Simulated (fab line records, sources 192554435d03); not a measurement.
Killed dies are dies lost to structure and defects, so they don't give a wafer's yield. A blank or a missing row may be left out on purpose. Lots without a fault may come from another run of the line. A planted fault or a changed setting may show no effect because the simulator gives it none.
Chamber matching | flow n5_finfet | N5_BEOL_M0_SAQP_MANDREL_ETCH_20 on rie_si-02: 4 sister chambers
The step etches a-Si in HBr/Cl2, stops on SiNx, target depth 60 nm, bt time 10 s, time 30 s. 4 wafers are shown with their chamber, then 9 later ones without.

WAFERS WITH THEIR CHAMBER
wafer  | chamber | throttle_valve_pct (%)
L081.5 | 0       | 35.28
L081.6 | 3       | 35.29
L088.2 | 2       | 35.72
L088.6 | 1       | 34.84

WAFERS WITHOUT THEIR CHAMBER
wafer  | throttle_valve_pct (%)
L091.2 | 34.88
L091.3 | 35.72
L091.6 | 34.89
L092.3 | 35.29
L092.5 | 35.28
L092.6 | 34.84
L093.1 | 35.70
L093.3 | 35.28
L093.5 | 35.71

WHICH CHAMBER EACH WENT THROUGH
wafer  | from the rows above     | in truth
L091.2 | 1                       | 1
L091.3 | 2                       | 2
L091.6 | 1                       | 1
L092.3 | can't be placed: 3 or 0 | 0
L092.5 | can't be placed: 0 or 3 | 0
L092.6 | 1                       | 1
L093.1 | 2                       | 2
L093.3 | can't be placed: 0 or 3 | 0
L093.5 | 2                       | 2
Placed correctly: 6 of 9. Can't be placed from these rows: 3 (the true chamber is among the candidates in 3). Placed wrongly: 0.
How it was worked out, from the rows above alone: a wafer's distance from a chamber is the root of the sum, over the readings, of the square of ((its reading less the chamber's mean) divided by the reading's scatter). The wafer belongs to the nearest chamber; if the next one is less than 2 further off, it can't be placed. A chamber's mean is the mean of its shown wafers. The scatter: with one shown wafer a chamber, the root of the mean of the squares of how far each hidden wafer lies from its nearest shown one.
